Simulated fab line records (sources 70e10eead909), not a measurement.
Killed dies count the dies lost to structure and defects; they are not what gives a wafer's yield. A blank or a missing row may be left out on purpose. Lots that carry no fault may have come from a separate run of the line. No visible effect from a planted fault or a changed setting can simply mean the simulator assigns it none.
Which of the tools did it? || flow nandHarc || 14 lots with 40 wafers sampled at 5 steps, on a route of 1302 steps

== WHAT THE GAUGES READ, wafer by wafer ==
NHARC_A_ONON_D2_THK_MEAS_11: measures by ellipsometry. Usual: thkNm at 997 nm, with a standard deviation of 8.9.
{"lot": "L913", "measured": "day 12 19:44", "on": "filmMetro-02", "thkNm (nm)": "998 1000 999", "flag": ""}
{"lot": "L914", "measured": "day 13 01:11", "on": "filmMetro-01", "thkNm (nm)": "997 996 999", "flag": ""}
{"lot": "L916", "measured": "day 13 15:49", "on": "filmMetro-01", "thkNm (nm)": "983 984 984", "flag": ""}
{"lot": "L917", "measured": "day 14 11:44", "on": "filmMetro-01", "thkNm (nm)": "1006 1004 1005", "flag": ""}
{"lot": "L918", "measured": "day 14 21:46", "on": "filmMetro-01", "thkNm (nm)": "991 989 990", "flag": ""}
{"lot": "L919", "measured": "day 14 21:56", "on": "filmMetro-02", "thkNm (nm)": "1010 1011 1010", "flag": ""}
{"lot": "L920", "measured": "day 15 11:50", "on": "filmMetro-02", "thkNm (nm)": "998 995 993", "flag": ""}
{"lot": "L921", "measured": "day 15 16:44", "on": "filmMetro-02", "thkNm (nm)": "1011 1009 1011", "flag": ""}
{"lot": "L922", "measured": "day 16 08:22", "on": "filmMetro-02", "thkNm (nm)": "1012 1010 1013", "flag": ""}
{"lot": "L924", "measured": "day 16 21:16", "on": "filmMetro-01", "thkNm (nm)": "995 994 995", "flag": ""}
{"lot": "L925", "measured": "day 17 07:27", "on": "filmMetro-02", "thkNm (nm)": "992 995 994", "flag": ""}
{"lot": "L928", "measured": "day 18 08:36", "on": "filmMetro-02", "thkNm (nm)": "996 993 996", "flag": ""}
{"lot": "L931", "measured": "day 19 15:59", "on": "filmMetro-01", "thkNm (nm)": "688 689", "flag": "OFF"}
{"lot": "L934", "measured": "day 21 00:58", "on": "filmMetro-02", "thkNm (nm)": "707 996", "flag": "OFF"}

NHARC_A_ONON_D2_THK_MEAS_27: measures by ellipsometry. Usual: thkNm at 1000 nm, with a standard deviation of 9.3.
{"lot": "L913", "measured": "day 13 06:01", "on": "filmMetro-01", "thkNm (nm)": "998 997 997", "flag": ""}
{"lot": "L914", "measured": "day 13 13:08", "on": "filmMetro-02", "thkNm (nm)": "1007 1006 1005", "flag": ""}
{"lot": "L916", "measured": "day 14 01:59", "on": "filmMetro-02", "thkNm (nm)": "1003 1004 1003", "flag": ""}
{"lot": "L917", "measured": "day 14 21:43", "on": "filmMetro-02", "thkNm (nm)": "991 992 991", "flag": ""}
{"lot": "L918", "measured": "day 15 07:53", "on": "filmMetro-01", "thkNm (nm)": "1003 1004 1005", "flag": ""}
{"lot": "L919", "measured": "day 15 07:53", "on": "filmMetro-02", "thkNm (nm)": "1002 1000 1002", "flag": ""}
{"lot": "L920", "measured": "day 15 21:50", "on": "filmMetro-01", "thkNm (nm)": "996 995 996", "flag": ""}
{"lot": "L921", "measured": "day 16 04:05", "on": "filmMetro-01", "thkNm (nm)": "1007 1008 1008", "flag": ""}
{"lot": "L922", "measured": "day 16 22:55", "on": "filmMetro-01", "thkNm (nm)": "1002 1002 1002", "flag": ""}
{"lot": "L924", "measured": "day 17 10:43", "on": "filmMetro-01", "thkNm (nm)": "991 990 988", "flag": ""}
{"lot": "L925", "measured": "day 17 18:21", "on": "filmMetro-01", "thkNm (nm)": "1003 1002 1003", "flag": ""}
{"lot": "L928", "measured": "day 18 18:13", "on": "filmMetro-02", "thkNm (nm)": "1002 1001 1002", "flag": ""}
{"lot": "L931", "measured": "day 20 01:26", "on": "filmMetro-01", "thkNm (nm)": "992 992", "flag": ""}
{"lot": "L934", "measured": "day 21 13:13", "on": "filmMetro-01", "thkNm (nm)": "1021 1023", "flag": ""}

== WHAT TOOL EACH LOT RAN ON (gives the tool, then ch and the chambers of the sampled wafers, and finally the start) ==
{"lot": "L913", "NHARC_A_CHANNEL_FILL_D1_ETCHBACK_08": "rieDiel-08 ch 0,1,3, day 11 16:52 or earlier", "NHARC_A_DECK1_JOINT_CMP_13": "cmp-04 ch 1,2,3, day 11 16:52", "NHARC_A_ONON_D2_DEP_09": "pecvdOnon-02 ch 0, day 12 19:17"}
{"lot": "L914", "NHARC_A_CHANNEL_FILL_D1_ETCHBACK_08": "rieDiel-13 ch 0,1,2, day 12 01:22 or earlier", "NHARC_A_DECK1_JOINT_CMP_13": "cmp-04 ch 0,1,2, day 12 01:22", "NHARC_A_ONON_D2_DEP_09": "pecvdOnon-02 ch 0, day 13 00:41"}
{"lot": "L916", "NHARC_A_CHANNEL_FILL_D1_ETCHBACK_08": "rieDiel-10 ch 1,2,3, day 12 14:48 or earlier", "NHARC_A_DECK1_JOINT_CMP_13": "cmp-02 ch 0,2,3, day 12 14:48", "NHARC_A_ONON_D2_DEP_09": "pecvdOnon-02 ch 0, day 13 15:22"}
{"lot": "L917", "NHARC_A_CHANNEL_FILL_D1_ETCHBACK_08": "rieDiel-08 ch 0,2,3, day 13 05:19 or earlier", "NHARC_A_DECK1_JOINT_CMP_13": "cmp-02 ch 0,2,3, day 13 05:19", "NHARC_A_ONON_D2_DEP_09": "pecvdOnon-02 ch 0, day 14 11:13"}
{"lot": "L918", "NHARC_A_CHANNEL_FILL_D1_ETCHBACK_08": "rieDiel-10 ch 1,2,3, day 13 17:58 or earlier", "NHARC_A_DECK1_JOINT_CMP_13": "cmp-04 ch 0,1,2, day 13 17:58", "NHARC_A_ONON_D2_DEP_09": "pecvdOnon-02 ch 0, day 14 21:16"}
{"lot": "L919", "NHARC_A_CHANNEL_FILL_D1_ETCHBACK_08": "rieDiel-13 ch 1,2,3, day 13 17:55 or earlier", "NHARC_A_DECK1_JOINT_CMP_13": "cmp-03 ch 0,2,3, day 13 17:55", "NHARC_A_ONON_D2_DEP_09": "pecvdOnon-04 ch 0, day 14 21:26"}
{"lot": "L920", "NHARC_A_CHANNEL_FILL_D1_ETCHBACK_08": "rieDiel-08 ch 0,3, day 14 05:51 or earlier", "NHARC_A_DECK1_JOINT_CMP_13": "cmp-03 ch 0,1,3, day 14 05:51", "NHARC_A_ONON_D2_DEP_09": "pecvdOnon-04 ch 0, day 15 11:19"}
{"lot": "L921", "NHARC_A_CHANNEL_FILL_D1_ETCHBACK_08": "rieDiel-10 ch 0,3, day 14 17:01 or earlier", "NHARC_A_DECK1_JOINT_CMP_13": "cmp-02 ch 1,2,3, day 14 17:01", "NHARC_A_ONON_D2_DEP_09": "pecvdOnon-01 ch 0, day 15 16:14"}
{"lot": "L922", "NHARC_A_CHANNEL_FILL_D1_ETCHBACK_08": "rieDiel-10 ch 0,2,3, day 15 07:51 or earlier", "NHARC_A_DECK1_JOINT_CMP_13": "cmp-03 ch 1,2,3, day 15 07:51", "NHARC_A_ONON_D2_DEP_09": "pecvdOnon-01 ch 0, day 16 07:55"}
{"lot": "L924", "NHARC_A_CHANNEL_FILL_D1_ETCHBACK_08": "rieDiel-10 ch 0,1,2, day 15 20:14 or earlier", "NHARC_A_DECK1_JOINT_CMP_13": "cmp-04 ch 0,1,2, day 15 20:14", "NHARC_A_ONON_D2_DEP_09": "pecvdOnon-02 ch 0, day 16 20:46"}
{"lot": "L925", "NHARC_A_CHANNEL_FILL_D1_ETCHBACK_08": "rieDiel-10 ch 0,3, day 16 02:40 or earlier", "NHARC_A_DECK1_JOINT_CMP_13": "cmp-03 ch 0,3, day 16 02:40", "NHARC_A_ONON_D2_DEP_09": "pecvdOnon-01 ch 0, day 17 07:00"}
{"lot": "L928", "NHARC_A_CHANNEL_FILL_D1_ETCHBACK_08": "rieDiel-13 ch 0,2, day 17 08:22 or earlier", "NHARC_A_DECK1_JOINT_CMP_13": "cmp-02 ch 0,1, day 17 08:22", "NHARC_A_ONON_D2_DEP_09": "pecvdOnon-02 ch 0, day 18 08:13"}
{"lot": "L931", "NHARC_A_CHANNEL_FILL_D1_ETCHBACK_08": "rieDiel-13 ch 0,3, day 18 12:01 or earlier", "NHARC_A_DECK1_JOINT_CMP_13": "cmp-04 ch 1,3, day 18 12:01", "NHARC_A_ONON_D2_DEP_09": "pecvdOnon-02 ch 0, day 19 15:35"}
{"lot": "L934", "NHARC_A_CHANNEL_FILL_D1_ETCHBACK_08": "rieDiel-13 ch 0,3, day 20 00:53 or earlier", "NHARC_A_DECK1_JOINT_CMP_13": "cmp-02 ch 1,2, day 20 00:53", "NHARC_A_ONON_D2_DEP_09": "pecvdOnon-02 ch 0, day 21 00:38"}
- NHARC_A_CHANNEL_FILL_D1_ETCHBACK_08: etches the open film in C4F8, target depth 220 nm, time 110 s.
- NHARC_A_DECK1_JOINT_CMP_13: polishes, target thk 51.023 nm.
- NHARC_A_ONON_D2_DEP_09: target thk 1000 nm.

== WHAT THE TOOLS THEMSELVES READ (means of the sampled wafers that have a number; where no wafer has one, the mark that the record gives instead) ==
NHARC_A_CHANNEL_FILL_D1_ETCHBACK_08. Usual: oesProductAu 0.95 a.u., standard deviation 0.035; rfVppV 441.3 V, standard deviation 2.6.
{"lot": "L913", "tool": "rieDiel-08", "oesProductAu (a.u.)": 1.00, "rfVppV (V)": 440.6, "flag": ""}
{"lot": "L914", "tool": "rieDiel-13", "oesProductAu (a.u.)": 0.93, "rfVppV (V)": 441.2, "flag": ""}
{"lot": "L916", "tool": "rieDiel-10", "oesProductAu (a.u.)": 0.99, "rfVppV (V)": 439.5, "flag": ""}
{"lot": "L917", "tool": "rieDiel-08", "oesProductAu (a.u.)": 0.93, "rfVppV (V)": 441.1, "flag": ""}
{"lot": "L918", "tool": "rieDiel-10", "oesProductAu (a.u.)": 0.92, "rfVppV (V)": 439.2, "flag": ""}
{"lot": "L919", "tool": "rieDiel-13", "oesProductAu (a.u.)": 1.01, "rfVppV (V)": 442.3, "flag": ""}
{"lot": "L920", "tool": "rieDiel-08", "oesProductAu (a.u.)": 0.93, "rfVppV (V)": 440.2, "flag": ""}
{"lot": "L921", "tool": "rieDiel-10", "oesProductAu (a.u.)": 0.99, "rfVppV (V)": 443.4, "flag": ""}
{"lot": "L922", "tool": "rieDiel-10", "oesProductAu (a.u.)": 0.92, "rfVppV (V)": 442.5, "flag": ""}
{"lot": "L924", "tool": "rieDiel-10", "oesProductAu (a.u.)": 0.92, "rfVppV (V)": 441.3, "flag": ""}
{"lot": "L925", "tool": "rieDiel-10", "oesProductAu (a.u.)": 0.92, "rfVppV (V)": 443.9, "flag": ""}
{"lot": "L928", "tool": "rieDiel-13", "oesProductAu (a.u.)": 0.95, "rfVppV (V)": 442.3, "flag": ""}
{"lot": "L931", "tool": "rieDiel-13", "oesProductAu (a.u.)": 0.93, "rfVppV (V)": 441.9, "flag": ""}
{"lot": "L934", "tool": "rieDiel-13", "oesProductAu (a.u.)": 0.94, "rfVppV (V)": 444.0, "flag": ""}

NHARC_A_DECK1_JOINT_CMP_13. Usual: motorCurrentA 11.8 A, standard deviation 1; timeToEndpointS 9.4 s, standard deviation 1.6.
{"lot": "L913", "tool": "cmp-04", "motorCurrentA (A)": 11.8, "timeToEndpointS (s)": 10.3, "flag": ""}
{"lot": "L914", "tool": "cmp-04", "motorCurrentA (A)": 11.8, "timeToEndpointS (s)": 9.6, "flag": ""}
{"lot": "L916", "tool": "cmp-02", "motorCurrentA (A)": 11.3, "timeToEndpointS (s)": 9.3, "flag": ""}
{"lot": "L917", "tool": "cmp-02", "motorCurrentA (A)": 11.5, "timeToEndpointS (s)": 7.5, "flag": ""}
{"lot": "L918", "tool": "cmp-04", "motorCurrentA (A)": 11.8, "timeToEndpointS (s)": 9.4, "flag": ""}
{"lot": "L919", "tool": "cmp-03", "motorCurrentA (A)": 12.2, "timeToEndpointS (s)": 9.4, "flag": ""}
{"lot": "L920", "tool": "cmp-03", "motorCurrentA (A)": 12.5, "timeToEndpointS (s)": 9.0, "flag": ""}
{"lot": "L921", "tool": "cmp-02", "motorCurrentA (A)": 11.3, "timeToEndpointS (s)": 8.3, "flag": ""}
{"lot": "L922", "tool": "cmp-03", "motorCurrentA (A)": 11.3, "timeToEndpointS (s)": 8.7, "flag": ""}
{"lot": "L924", "tool": "cmp-04", "motorCurrentA (A)": 11.9, "timeToEndpointS (s)": 10.1, "flag": ""}
{"lot": "L925", "tool": "cmp-03", "motorCurrentA (A)": 13.3, "timeToEndpointS (s)": 9.7, "flag": ""}
{"lot": "L928", "tool": "cmp-02", "motorCurrentA (A)": 12.1, "timeToEndpointS (s)": 9.7, "flag": ""}
{"lot": "L931", "tool": "cmp-04", "motorCurrentA (A)": 11.8, "timeToEndpointS (s)": 7.4, "flag": ""}
{"lot": "L934", "tool": "cmp-02", "motorCurrentA (A)": 10.9, "timeToEndpointS (s)": 7.1, "flag": ""}

== THE ANSWER, worked out from the rows above alone ==
Rule: take the mean of a lot's wafers that have a number; if it is more than 3 standard deviations from the usual mean, the lot is off. Also off: a lot with no number at a reading for which 4 or more lots have one. All remaining lots with rows at the step are treated as sound. The gauges are gone through in route order, then the tools' own readings, and for those a lot's mean is taken as printed above. At the first step where some lot is off, the reading lying furthest off is the one used; lots without a number count as furthest.
Off at NHARC_A_ONON_D2_THK_MEAS_11 (thkNm): L931, L934.
If a tool, at a process step before that reading, ran all the lots that are off and no sound lot after the first of them, it fits. Gauges at NHARC_A_ONON_D2_THK_MEAS_11: tried the same way as those tools. With no start given for some of its lots, NHARC_A_CHANNEL_FILL_D1_ETCHBACK_08 uses the hours and lot order of NHARC_A_DECK1_JOINT_CMP_13. Undecided on this evidence; 2 tools fit (rieDiel-13 at NHARC_A_CHANNEL_FILL_D1_ETCHBACK_08, pecvdOnon-02 at NHARC_A_ONON_D2_DEP_09).

== WHAT HAD BEEN PUT IN BY THE SIMULATOR ==
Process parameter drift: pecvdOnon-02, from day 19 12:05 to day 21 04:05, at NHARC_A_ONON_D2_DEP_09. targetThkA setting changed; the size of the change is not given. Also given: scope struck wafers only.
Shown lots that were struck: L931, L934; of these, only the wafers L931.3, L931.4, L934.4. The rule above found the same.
